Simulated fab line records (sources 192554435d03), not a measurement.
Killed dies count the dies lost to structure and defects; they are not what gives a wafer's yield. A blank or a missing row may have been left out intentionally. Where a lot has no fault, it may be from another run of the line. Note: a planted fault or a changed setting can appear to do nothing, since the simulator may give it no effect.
Which tool did it?    flow n5Finfet    23 lots, 69 wafers sampled, at 5 steps of a route of 1938

== WHAT EACH GAUGE READ, for each wafer ==
N5_BEOL_M4_OCD_MEAS_38.
lot   measured      on      trenchDepthNm (nm)
L074  day 7 14:56   ocd-02  55.5 56.5 55.4
L076  day 7 17:11   ocd-01  55.6 54.7 55.2
L075  day 8 07:41   ocd-02  55.5 56.1 55.4
L077  day 8 07:41   ocd-01  55.7 55.2 54.9
L078  day 8 12:09   ocd-01  54.5 55.4 55.6
L079  day 9 01:31   ocd-02  54.9 57.2 54.7
L081  day 9 09:57   ocd-01  56.3 56.6 55.8
L082  day 9 15:47   ocd-02  54.7 55.1 54.7
L080  day 9 17:40   ocd-01  55.7 56.0 56.3
L083  day 9 19:58   ocd-01  55.9 55.0 55.4
L084  day 10 00:53  ocd-01  54.5 54.6 57.3
L085  day 10 18:27  ocd-01  56.7 53.9 56.6
L086  day 11 06:58  ocd-01  54.9 55.7 55.2
L087  day 11 11:58  ocd-01  54.3 54.3 54.6
L088  day 11 15:09  ocd-01  54.4 54.1 54.4
L090  day 11 20:57  ocd-01  56.3 55.1 54.8
L089  day 12 07:04  ocd-01  55.6 56.7 56.0
L091  day 12 04:07  ocd-01  54.7 55.3 56.0
L092  day 12 11:59  ocd-02  55.4 56.1 55.8
L094  day 12 14:37  ocd-02  54.6 57.2 55.0
L093  day 12 15:14  ocd-01  54.3 56.9 54.3
L096  day 13 16:08  ocd-02  53.9 54.2 53.7
L097  day 13 19:25  ocd-02  54.5 56.8 54.5

N5_BEOL_M4_CD_MEAS_35: target cd 18 nm, target cd y 22.4 nm.
lot   measured      on        cdNm (nm)
L074  day 7 15:05   cdSem-02  18.6 18.6 18.2
L076  day 7 17:20   cdSem-03  17.8 18.6 17.5
L075  day 8 07:50   cdSem-02  17.4 18.0 17.9
L077  day 8 07:51   cdSem-01  18.6 18.5 18.3
L078  day 8 12:19   cdSem-01  17.7 18.6 17.8
L079  day 9 01:40   cdSem-01  17.5 18.1 18.0
L081  day 9 10:07   cdSem-01  18.6 18.0 18.1
L082  day 9 15:58   cdSem-01  19.0 18.3 18.6
L080  day 9 17:49   cdSem-01  18.1 18.2 17.7
L083  day 9 20:07   cdSem-01  17.8 18.1 18.2
L084  day 10 01:02  cdSem-02  18.1 18.2 18.3
L085  day 10 18:36  cdSem-01  17.3 16.9 17.4
L086  day 11 07:13  cdSem-01  18.7 18.8 17.8
L087  day 11 12:08  cdSem-03  18.4 18.1 17.8
L088  day 11 15:19  cdSem-03  18.0 17.2 17.9
L090  day 11 21:07  cdSem-02  18.3 17.8 18.7
L089  day 12 07:13  cdSem-02  18.1 18.1 18.5
L091  day 12 04:16  cdSem-01  18.5 18.4 18.3
L092  day 12 12:09  cdSem-01  18.5 18.1 18.0
L094  day 12 14:47  cdSem-01  18.5 18.2 18.1
L093  day 12 15:23  cdSem-03  17.8 18.0 17.8
L096  day 13 16:17  cdSem-02  18.2 17.7 18.1
L097  day 13 19:34  cdSem-02  18.4 18.4 17.9

== TOOL THAT RAN EACH LOT (tool first, then ch and the chambers of the sampled wafers, then the start) ==
lot   N5_BEOL_M4_DESCUM_16               N5_BEOL_M4_ETCH_64                 N5_BEOL_M4_VIA_ETCH_34
L074  rieDiel-04 ch 0,2,3, day 7 12:25   rieDiel-04 ch 0,2,3, day 7 12:29   rieDiel-04 ch 0,2, day 7 14:41
L076  rieDiel-02 ch 0,2, day 7 14:58     rieDiel-02 ch 0,2, day 7 15:02     rieDiel-02 ch 2,3, day 7 16:56
L075  rieDiel-02 ch 1,2,3, day 8 00:38   rieDiel-02 ch 1,2,3, day 8 00:43   rieDiel-02 ch 1,2, day 8 07:25
L077  rieDiel-04 ch 1,2,3, day 8 02:29   rieDiel-04 ch 1,2,3, day 8 02:34   rieDiel-04 ch 1,2,3, day 8 07:26
L078  rieDiel-02 ch 0,2,3, day 8 08:04   rieDiel-02 ch 0,2,3, day 8 08:09   rieDiel-05 ch 2,3, day 8 11:53
L079  rieDiel-05 ch 0,1,3, day 8 23:28   rieDiel-05 ch 0,1,3, day 8 23:33   rieDiel-05 ch 1,2, day 9 01:16
L081  rieDiel-02 ch 0,2, day 9 08:03     rieDiel-02 ch 0,2, day 9 08:08     rieDiel-04 ch 2,3, day 9 09:41
L082  rieDiel-04 ch 2,3, day 9 13:40     rieDiel-04 ch 2,3, day 9 13:45     rieDiel-02 ch 2,3, day 9 15:32
L080  rieDiel-05 ch 0,1,2, day 9 14:27   rieDiel-05 ch 0,1,2, day 9 14:32   rieDiel-04 ch 0,2,3, day 9 17:24
L083  rieDiel-05 ch 0,1,2, day 9 18:26   rieDiel-05 ch 0,1,2, day 9 18:31   rieDiel-05 ch 2,3, day 9 19:42
L084  rieDiel-05 ch 0,1, day 9 21:40     rieDiel-05 ch 0,1, day 9 21:44     rieDiel-05 ch 0,1,2, day 10 00:38
L085  rieDiel-05 ch 0,2,3, day 10 10:29  rieDiel-05 ch 0,2,3, day 10 10:34  rieDiel-02 ch 1,3, day 10 18:11
L086  rieDiel-02 ch 0,1,3, day 11 01:10  rieDiel-02 ch 0,1,3, day 11 01:15  rieDiel-05 ch 0,2,3, day 11 06:42
L087  rieDiel-05 ch 1,2,3, day 11 04:11  rieDiel-05 ch 1,2,3, day 11 04:16  rieDiel-02 ch 0,2,3, day 11 11:43
L088  rieDiel-05 ch 1,3, day 11 11:07    rieDiel-05 ch 1,3, day 11 11:11    rieDiel-05 ch 2,3, day 11 14:54
L090  rieDiel-02 ch 0,1,3, day 11 18:38  rieDiel-02 ch 0,1,3, day 11 18:43  rieDiel-02 ch 0,1,3, day 11 20:41
L089  rieDiel-05 ch 0,1, day 11 19:34    rieDiel-05 ch 0,1, day 11 19:39    rieDiel-04 ch 0,1,3, day 12 06:49
L091  rieDiel-04 ch 0,3, day 12 01:01    rieDiel-04 ch 0,3, day 12 01:06    rieDiel-04 ch 0,1,3, day 12 03:52
L092  rieDiel-02 ch 0,2,3, day 12 08:02  rieDiel-02 ch 0,2,3, day 12 08:07  rieDiel-04 ch 0,1,2, day 12 11:44
L094  rieDiel-05 ch 0,2,3, day 12 12:42  rieDiel-05 ch 0,2,3, day 12 12:47  rieDiel-02 ch 0,1,2, day 12 14:22
L093  rieDiel-04 ch 0,1,3, day 12 12:52  rieDiel-04 ch 0,1,3, day 12 12:56  rieDiel-02 ch 1,2,3, day 12 14:59
L096  rieDiel-05 ch 0,2,3, day 13 06:52  rieDiel-05 ch 0,2,3, day 13 06:56  rieDiel-02 ch 0,3, day 13 15:53
L097  rieDiel-05 ch 0,1,2, day 13 17:29  rieDiel-05 ch 0,1,2, day 13 17:34  rieDiel-02 ch 0,1,3, day 13 19:09
- N5_BEOL_M4_DESCUM_16: chemistry O2, time 7 s.
- N5_BEOL_M4_ETCH_64: etches SOC in N2/H2, target depth 75 nm, overetch 22.5 nm, time 121.9 s.
- N5_BEOL_M4_VIA_ETCH_34: etches the open film in C4F6/O2, target depth 69.4 nm, time 65.9 s.

== AS READ BY THE TOOLS THEMSELVES (means over the sampled wafers that have a number; for cases with no such wafer, the mark the record gives instead) ==
N5_BEOL_M4_DESCUM_16.
lot   tool        drypumpMotorCurrentA (A)  oesProductAu (a.u.)  rfFwdPowerW (W)  rfVppV (V)  showerheadPlenumPTorr (Torr)  throttleValvePct (%)
L074  rieDiel-04  5.5                       0.82                 49.47            244.6       2.16                          20.36
L076  rieDiel-02  6.2                       0.78                 49.21            241.5       2.05                          20.34
L075  rieDiel-02  5.8                       0.87                 49.37            242.3       2.06                          20.35
L077  rieDiel-04  5.4                       0.86                 49.47            244.2       2.15                          20.25
L078  rieDiel-02  5.8                       0.81                 49.31            242.2       2.06                          20.35
L079  rieDiel-05  5.6                       0.85                 49.45            243.4       2.12                          20.37
L081  rieDiel-02  5.8                       0.78                 48.98            243.2       2.07                          20.28
L082  rieDiel-04  5.5                       0.78                 49.55            245.5       2.19                          20.46
L080  rieDiel-05  5.6                       0.83                 49.37            244.3       2.14                          20.20
L083  rieDiel-05  5.6                       0.83                 49.36            243.5       2.14                          20.20
L084  rieDiel-05  5.5                       0.91                 49.25            243.6       2.11                          20.34
L085  rieDiel-05  5.7                       0.74                 49.44            243.9       2.14                          20.23
L086  rieDiel-02  5.4                       0.84                 49.47            243.4       2.08                          20.31
L087  rieDiel-05  5.6                       0.77                 49.46            242.0       2.09                          20.27
L088  rieDiel-05  5.5                       0.84                 49.34            242.0       2.06                          20.40
L090  rieDiel-02  5.4                       0.83                 49.53            243.1       2.08                          20.34
L089  rieDiel-05  5.5                       0.86                 49.26            244.4       2.16                          20.34
L091  rieDiel-04  5.6                       0.77                 49.30            243.5       2.13                          20.32
L092  rieDiel-02  5.8                       0.78                 49.39            242.0       2.05                          20.39
L094  rieDiel-05  5.7                       0.73                 49.38            244.3       2.14                          20.27
L093  rieDiel-04  5.4                       0.81                 49.19            243.8       2.12                          20.23
L096  rieDiel-05  5.7                       0.72                 49.34            244.0       2.14                          20.27
L097  rieDiel-05  5.6                       0.79                 49.55            243.3       2.13                          20.26

N5_BEOL_M4_ETCH_64.
lot   tool        drypumpMotorCurrentA (A)  h2FlowSccm (sccm)  n2FlowSccm (sccm)  oesProductAu (a.u.)  rfFwdPowerW (W)  rfVppV (V)  showerheadPlenumPTorr (Torr)  throttleValvePct (%)
L074  rieDiel-04  5.5                       199.5              199.7              0.61                 835.2            526.1       2.63                          17.77
L076  rieDiel-02  6.2                       199.3              200.3              0.59                 835.4            522.5       2.47                          17.65
L075  rieDiel-02  5.8                       199.8              200.3              0.66                 837.8            522.8       2.51                          17.77
L077  rieDiel-04  5.4                       199.8              199.9              0.65                 835.5            526.2       2.62                          17.72
L078  rieDiel-02  5.8                       199.9              200.1              0.62                 836.1            523.0       2.49                          17.70
L079  rieDiel-05  5.6                       199.9              200.1              0.64                 834.4            523.4       2.57                          17.70
L081  rieDiel-02  5.8                       199.8              200.1              0.59                 835.6            522.7       2.51                          17.62
L082  rieDiel-04  5.5                       200.7              199.9              0.60                 835.7            526.9       2.65                          17.92
L080  rieDiel-05  5.6                       199.9              200.7              0.63                 836.7            525.2       2.61                          17.64
L083  rieDiel-05  5.6                       199.5              199.9              0.63                 839.1            525.7       2.61                          17.64
L084  rieDiel-05  5.5                       200.5              200.1              0.69                 836.8            524.6       2.57                          17.77
L085  rieDiel-05  5.7                       200.5              199.9              0.56                 838.2            525.3       2.60                          17.59
L086  rieDiel-02  5.4                       200.0              200.0              0.63                 837.2            524.7       2.55                          17.77
L087  rieDiel-05  5.6                       200.0              199.9              0.59                 838.3            523.9       2.53                          17.59
L088  rieDiel-05  5.5                       200.4              199.6              0.63                 838.0            522.8       2.50                          17.72
L090  rieDiel-02  5.4                       200.3              200.1              0.62                 836.7            523.6       2.54                          17.79
L089  rieDiel-05  5.5                       200.3              199.4              0.65                 837.2            525.3       2.63                          17.81
L091  rieDiel-04  5.6                       201.0              200.0              0.58                 840.0            525.1       2.58                          17.72
L092  rieDiel-02  5.8                       200.1              200.1              0.60                 835.7            523.2       2.48                          17.75
L094  rieDiel-05  5.7                       199.9              200.5              0.56                 839.0            526.4       2.59                          17.61
L093  rieDiel-04  5.4                       199.4              200.2              0.62                 833.9            523.5       2.57                          17.66
L096  rieDiel-05  5.7                       199.9              200.1              0.55                 838.9            526.2       2.59                          17.63
L097  rieDiel-05  5.6                       199.9              200.3              0.59                 836.3            524.1       2.59                          17.70

N5_BEOL_M4_VIA_ETCH_34.
lot   tool        drypumpMotorCurrentA (A)  oesProductAu (a.u.)  rfFwdPowerW (W)  rfVppV (V)  showerheadPlenumPTorr (Torr)  throttleValvePct (%)
L074  rieDiel-04  5.8                       0.75                 345.7            660         2.87                          30.66
L076  rieDiel-02  6.2                       0.80                 345.0            661         2.75                          30.68
L075  rieDiel-02  6.2                       0.82                 346.6            672         2.78                          30.69
L077  rieDiel-04  5.3                       0.86                 348.0            656         2.92                          30.70
L078  rieDiel-05  5.8                       0.71                 348.4            666         2.89                          30.29
L079  rieDiel-05  5.7                       0.79                 347.6            659         2.88                          30.34
L081  rieDiel-04  5.5                       0.78                 346.7            654         2.97                          30.98
L082  rieDiel-02  5.9                       0.82                 346.9            650         2.77                          30.79
L080  rieDiel-04  5.5                       0.79                 346.6            659         2.93                          30.78
L083  rieDiel-05  5.8                       0.70                 347.2            666         2.89                          30.29
L084  rieDiel-05  5.6                       0.82                 348.0            662         2.89                          30.38
L085  rieDiel-02  5.4                       0.87                 346.6            668         2.86                          30.90
L086  rieDiel-05  5.7                       0.74                 347.8            670         2.90                          30.35
L087  rieDiel-02  5.8                       0.78                 345.7            657         2.78                          30.70
L088  rieDiel-05  5.7                       0.68                 347.4            676         2.84                          30.46
L090  rieDiel-02  5.4                       0.82                 347.5            663         2.84                          30.80
L089  rieDiel-04  5.4                       0.81                 346.7            662         2.86                          30.49
L091  rieDiel-04  5.4                       0.81                 348.1            662         2.86                          30.51
L092  rieDiel-04  5.7                       0.77                 347.0            655         2.84                          30.66
L094  rieDiel-02  5.8                       0.78                 345.4            671         2.82                          30.71
L093  rieDiel-02  5.8                       0.80                 347.3            663         2.80                          30.83
L096  rieDiel-02  5.4                       0.77                 347.2            658         2.82                          30.70
L097  rieDiel-02  5.4                       0.81                 346.9            662         2.84                          30.81

== THE ANSWER, worked out from the rows above alone ==
Rule: what is usual is taken from the lots themselves. Put in order of their means at a reading, lots are off if they are a third of the lots or fewer, leave a main group of 4 or more, and stand apart from it by a gap of 3 or more times the standard deviation of the main group's means; of several such gaps the widest counts. If all means in a main group match to the digits the tables above print for the reading, that group is not used. Also off: a lot with no number at a reading for which 4 or more lots have one. The other lots that the step has rows for count as sound. First the gauges in route order, then the tools' own readings, where a lot's mean is used as printed above. At the first step where some lot is off, the reading lying furthest off is the one used; lots without a number count as furthest.
None of the lots is off at any reading shown; this tells nothing.

== WHAT WAS PUT IN BY THE SIMULATOR ==
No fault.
